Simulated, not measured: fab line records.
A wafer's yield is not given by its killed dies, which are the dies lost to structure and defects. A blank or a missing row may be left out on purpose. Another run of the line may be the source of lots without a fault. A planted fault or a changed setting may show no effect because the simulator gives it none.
A struck lot beside a sound one | flow n5-finfet | 36 steps out of a route of 1938
Sound: these wafers, L560.1, L560.3, L560.6. Struck: wafer L548.1; the same lot's L548.5 was not struck, so it is left out; see the end for the cause.
Per side, at each step with rows, come the tool, then ch with its chambers, and then its first start. Under that, the readings that differ: sound wafers | struck wafers | difference of the means | sigmas: that difference in standard deviations of wafers without a fault.
alike: readings whose means differ by less than 2 such deviations, and words and numbers that are the same on both sides. not compared: withheld readings, readings that some wafer has no value for, bounds like >300 that may hide the same value, and numbers for which the record gives no deviation and whose values overlap.
Wherever a step has rows on one side only, a row that says differs or no value, or a row with sigmas, the two part there. Numbers that don't overlap but have no deviation are shown without sigmas and don't part them. A reading that every wafer of one side lacks parts them only if that side has two wafers or more.

first, 8 steps without rows for these wafers: N5_BEOL_M7_SPUTTER_48 (material Cu, target thk 10 nm, time 1.667 s); N5_BEOL_M7_ECD_50 (material Cu, target thk 300 nm); N5_BEOL_M7_ANNEAL_51 (time 90 s); N5_BEOL_M7_CMP_52 (polishes, stops on SiCOH lowk, t overpolish 6.9 s, target thk 80 nm); N5_BEOL_M7_PRE_CLEAN_55 (time 15 s); N5_BEOL_M7_DEP_56 (deposits SiCN from 3MS/NH3, target thk 10 nm, time 17.5 s); N5_BEOL_M8_ILD_DEP_00 (deposits SiCOH lowk from DEMS/porogen, target thk 179.75 nm, time 33.4 s); N5_BEOL_M8_CURE_74 (cures SiCOH lowk, time 240 s).
N5_BEOL_M8_PECVD_70: deposits SiO2 from TEOS/O2, target thk 20 nm, time 22.7 s.
  sound on pecvd-03 ch 1,2, day 14 19:59; struck on pecvd-01 ch 2, day 11 05:50
  reading                                    | sound          | struck | difference | sigmas
  showerhead-plenum-p-Torr (Torr)            | 8.84 8.82 8.81 | 8.71   | -0.11      | -2
  model.SiO2_of_BEOL_M8_PECVD_70.thk-nm (nm) | 20 20.2 19.8   | 9.8    | -10.2      |
  alike: heater-power-w, throttle-valve-pct
then, 25 steps without rows for these wafers: N5_BEOL_M8_HM_DEP_02 (deposits TiN, target thk 20 nm); N5_BEOL_M8_COAT_59 (time 60 s, resist thk 100 nm); N5_BEOL_M8_COAT_60 (time 60 s, resist thk 35 nm); N5_BEOL_M8_COAT_05 (resist thk 90 nm); N5_BEOL_M8_EBR_07; N5_BEOL_M8_SOFTBAKE_06 (time 60 s); N5_BEOL_M8_EXPOSE_08 (exposes mask M8); N5_BEOL_M8_PEB_09 (peb time 60 s); N5_BEOL_M8_DEVELOP_10 (develop time 30 s); N5_BEOL_M8_DESCUM_16 (chemistry O2, time 7.9 s); N5_BEOL_M8_ETCH_61 (etches SiARC in CF4, target depth 45.5 nm, time 75.8 s); N5_BEOL_M8_ETCH_62 (etches SOC in N2/H2, target depth 110 nm, overetch 22 nm, time 165 s); N5_BEOL_M8_STRIP_68 (strips in N2/H2); N5_BEOL_M8_STRIP_67 (strips in CF4); N5_BEOL_M8_HM_OPEN_17 (chemistry Cl2/BCl3, target TiN, target depth 20 nm, overetch 6 nm); N5_BEOL_M8_STRIP_19 (strips in O2); N5_BEOL_M8_COAT_63 (time 60 s, resist thk 60 nm); N5_BEOL_M8_COAT_64 (time 60 s, resist thk 12 nm); N5_BEOL_M8_COAT_71 (time 60 s, resist thk 5 nm); N5_BEOL_M8_COAT_22 (resist thk 30 nm); N5_BEOL_M8_EBR_24; N5_BEOL_M8_SOFTBAKE_23 (time 60 s); N5_BEOL_M8_EXPOSE_25 (exposes mask V7, target cd 40 nm); N5_BEOL_M8_PEB_26 (peb time 60 s); N5_BEOL_M8_DEVELOP_27 (develop time 30 s).
N5_BEOL_M8_HM_STRIP_39: strips TiN in peroxide tin strip, target depth 25 nm, time 158 s.
  sound on wet-bench-05 ch 0,2,3, day 15 01:06; struck on wet-bench-05 ch 3, day 11 10:43
  reading                                    | sound          | struck | difference | sigmas
  model.SiO2_of_BEOL_M8_PECVD_70.thk-nm (nm) | 19.8 20.2 19.8 | 9.6    | -10.3      |
N5_BEOL_M8_CMP_52: polishes, stops on SiCOH lowk, t overpolish 6.9 s, target thk 80 nm.
  sound on cmp-02 ch 0,3, day 15 04:32; struck on cmp-04 ch 2, day 11 13:23
  reading                      | sound          | struck | difference | sigmas
  barrier-field-endpoint-s (s) | 28.8 29.6 29.5 | 16.2   | -13.1      | -14
  motor-current-A (A)          | 7.0 7.0 7.4    | 6.0    | -1.1       | -3
  alike: clearing-platen-rpm

WHERE THEY PART
At N5_BEOL_M8_PECVD_70 first; at N5_BEOL_M8_CMP_52 last (within this record only).

WHY: what had been put in by the simulator
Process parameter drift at N5_BEOL_M8_PECVD_70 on pecvd-01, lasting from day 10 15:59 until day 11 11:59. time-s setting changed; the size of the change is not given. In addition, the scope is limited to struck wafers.
